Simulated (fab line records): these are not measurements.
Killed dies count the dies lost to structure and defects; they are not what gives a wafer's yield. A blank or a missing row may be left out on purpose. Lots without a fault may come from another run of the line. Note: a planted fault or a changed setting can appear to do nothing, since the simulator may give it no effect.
Split-lot trial || flow n5_finfet || 21 wafers read across 7 lots, on a route 1938 steps long

== SPLIT DETAILS ==
At N5_BEOL_M2_COAT_62 (time 60 s, resist thk 12 nm), the setting spin_rpm was moved away from the recipe's 1500 rpm on 6 of the 21 wafers read, by -8.7% to +8.9%. The other wafers ran this setting at the recipe's value.

The reading comes from the split's own step.

== THE READING ==
SiARC_of_BEOL_M2_COAT_62.thk_nm (the simulator's own value, which no gauge read), in nm, at N5_BEOL_M2_COAT_62 (time 60 s, resist thk 12 nm). The file gives no usual value for it.

{"wafer": "L074.3", "tool, chamber at the split": "litho_track-02, 0", "spin_rpm as run, rpm": 1500, "against the recipe": "recipe", "SiARC_of_BEOL_M2_COAT_62.thk_nm, nm": 12, "against lot-mates on the recipe": "-"}
{"wafer": "L074.4", "tool, chamber at the split": "litho_track-02, 0", "spin_rpm as run, rpm": 1500, "against the recipe": "recipe", "SiARC_of_BEOL_M2_COAT_62.thk_nm, nm": 12, "against lot-mates on the recipe": "-"}
{"wafer": "L074.6", "tool, chamber at the split": "litho_track-02, 0", "spin_rpm as run, rpm": 1500, "against the recipe": "recipe", "SiARC_of_BEOL_M2_COAT_62.thk_nm, nm": 12, "against lot-mates on the recipe": "-"}
{"wafer": "L076.1", "tool, chamber at the split": "litho_track-02, 0", "spin_rpm as run, rpm": 1440, "against the recipe": "-4.0%", "SiARC_of_BEOL_M2_COAT_62.thk_nm, nm": 12.2, "against lot-mates on the recipe": "+0.2"}
{"wafer": "L076.3", "tool, chamber at the split": "litho_track-02, 0", "spin_rpm as run, rpm": 1500, "against the recipe": "recipe", "SiARC_of_BEOL_M2_COAT_62.thk_nm, nm": 12, "against lot-mates on the recipe": "-"}
{"wafer": "L076.4", "tool, chamber at the split": "litho_track-02, 0", "spin_rpm as run, rpm": 1500, "against the recipe": "recipe", "SiARC_of_BEOL_M2_COAT_62.thk_nm, nm": 12, "against lot-mates on the recipe": "-"}
{"wafer": "L085.1", "tool, chamber at the split": "litho_track-02, 0", "spin_rpm as run, rpm": 1432, "against the recipe": "-4.5%", "SiARC_of_BEOL_M2_COAT_62.thk_nm, nm": 12.4, "against lot-mates on the recipe": "+0.4"}
{"wafer": "L085.6", "tool, chamber at the split": "litho_track-02, 0", "spin_rpm as run, rpm": 1432, "against the recipe": "-4.5%", "SiARC_of_BEOL_M2_COAT_62.thk_nm, nm": 12.4, "against lot-mates on the recipe": "+0.4"}
{"wafer": "L085.2", "tool, chamber at the split": "litho_track-02, 0", "spin_rpm as run, rpm": 1500, "against the recipe": "recipe", "SiARC_of_BEOL_M2_COAT_62.thk_nm, nm": 12, "against lot-mates on the recipe": "-"}
{"wafer": "L086.1", "tool, chamber at the split": "litho_track-03, 0", "spin_rpm as run, rpm": 1500, "against the recipe": "recipe", "SiARC_of_BEOL_M2_COAT_62.thk_nm, nm": 12, "against lot-mates on the recipe": "-"}
{"wafer": "L086.4", "tool, chamber at the split": "litho_track-03, 0", "spin_rpm as run, rpm": 1500, "against the recipe": "recipe", "SiARC_of_BEOL_M2_COAT_62.thk_nm, nm": 12, "against lot-mates on the recipe": "-"}
{"wafer": "L086.6", "tool, chamber at the split": "litho_track-03, 0", "spin_rpm as run, rpm": 1500, "against the recipe": "recipe", "SiARC_of_BEOL_M2_COAT_62.thk_nm, nm": 12, "against lot-mates on the recipe": "-"}
{"wafer": "L089.1", "tool, chamber at the split": "litho_track-05, 0", "spin_rpm as run, rpm": 1369, "against the recipe": "-8.7%", "SiARC_of_BEOL_M2_COAT_62.thk_nm, nm": 12.6, "against lot-mates on the recipe": "+0.6"}
{"wafer": "L089.4", "tool, chamber at the split": "litho_track-05, 0", "spin_rpm as run, rpm": 1500, "against the recipe": "recipe", "SiARC_of_BEOL_M2_COAT_62.thk_nm, nm": 12, "against lot-mates on the recipe": "-"}
{"wafer": "L089.6", "tool, chamber at the split": "litho_track-05, 0", "spin_rpm as run, rpm": 1500, "against the recipe": "recipe", "SiARC_of_BEOL_M2_COAT_62.thk_nm, nm": 12, "against lot-mates on the recipe": "-"}
{"wafer": "L090.1", "tool, chamber at the split": "litho_track-03, 0", "spin_rpm as run, rpm": 1500, "against the recipe": "recipe", "SiARC_of_BEOL_M2_COAT_62.thk_nm, nm": 12, "against lot-mates on the recipe": "-"}
{"wafer": "L090.6", "tool, chamber at the split": "litho_track-03, 0", "spin_rpm as run, rpm": 1500, "against the recipe": "recipe", "SiARC_of_BEOL_M2_COAT_62.thk_nm, nm": 12, "against lot-mates on the recipe": "-"}
{"wafer": "L090.3", "tool, chamber at the split": "litho_track-03, 0", "spin_rpm as run, rpm": 1447, "against the recipe": "-3.5%", "SiARC_of_BEOL_M2_COAT_62.thk_nm, nm": 12.2, "against lot-mates on the recipe": "+0.2"}
{"wafer": "L093.4", "tool, chamber at the split": "litho_track-02, 0", "spin_rpm as run, rpm": 1500, "against the recipe": "recipe", "SiARC_of_BEOL_M2_COAT_62.thk_nm, nm": 12, "against lot-mates on the recipe": "-"}
{"wafer": "L093.5", "tool, chamber at the split": "litho_track-02, 0", "spin_rpm as run, rpm": 1500, "against the recipe": "recipe", "SiARC_of_BEOL_M2_COAT_62.thk_nm, nm": 12, "against lot-mates on the recipe": "-"}
{"wafer": "L093.6", "tool, chamber at the split": "litho_track-02, 0", "spin_rpm as run, rpm": 1634, "against the recipe": "+8.9%", "SiARC_of_BEOL_M2_COAT_62.thk_nm, nm": 11.6, "against lot-mates on the recipe": -0.4}

THE FIT
A straight line over all 21 wafers: SiARC_of_BEOL_M2_COAT_62.thk_nm changes by -0.0604 nm for each +1% of spin_rpm; r = -0.97; the points scatter about the line by 0.052 nm.
The same after taking each lot's own level away (the mean of its wafers on the recipe; 21 wafers): -0.0604 nm for each +1%; r = -0.97; scatter 0.052 nm.
Per that fit: largest spin_rpm move, reading shift of 0.54 nm.
The lots' own levels span 12.00 to 12.00 nm.
Hence the lot-to-lot level has little effect on the slope; both slopes agree.
Check: -0.636 nm against its lot-mates is what the line predicts for one of the wafers moved furthest among these (+8.9%) when that wafer is left out of the fit. Against them it came out at -0.4 nm.

== THESE WAFERS: OTHER SPLITS ==
Before the reading, these wafers also passed through other splits. Each is held against what the fit with the lots' levels taken away leaves over:
{"other split on the same wafers": "N5_MOL_CONTACT_COAG_EXPOSE_05 dose_mj", "wafers away from the commonest value": 5, "r with SiARC_of_BEOL_M2_COAT_62.thk_nm (lot level and that fit taken away)": "+0.19"}
{"other split on the same wafers": "N5_MOL_CONTACT_COAG_ETCH_91 source_w", "wafers away from the commonest value": 7, "r with SiARC_of_BEOL_M2_COAT_62.thk_nm (lot level and that fit taken away)": -0.09}
{"other split on the same wafers": "N5_BEOL_M0_SAQP_PECVD_04 time_s", "wafers away from the commonest value": 9, "r with SiARC_of_BEOL_M2_COAT_62.thk_nm (lot level and that fit taken away)": -0.28}
{"other split on the same wafers": "N5_BEOL_M0_SAQP_MANDREL_ETCH_20 over_etch_frac", "wafers away from the commonest value": 4, "r with SiARC_of_BEOL_M2_COAT_62.thk_nm (lot level and that fit taken away)": "+0.02"}
{"other split on the same wafers": "N5_BEOL_M1_DESCUM_33 time_s", "wafers away from the commonest value": 8, "r with SiARC_of_BEOL_M2_COAT_62.thk_nm (lot level and that fit taken away)": -0.27}

== THE FILE'S OWN FIT ==
SiARC_of_BEOL_M2_COAT_62.thk_nm changes by -0.0592 nm for each +1% of spin_rpm, r = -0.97.
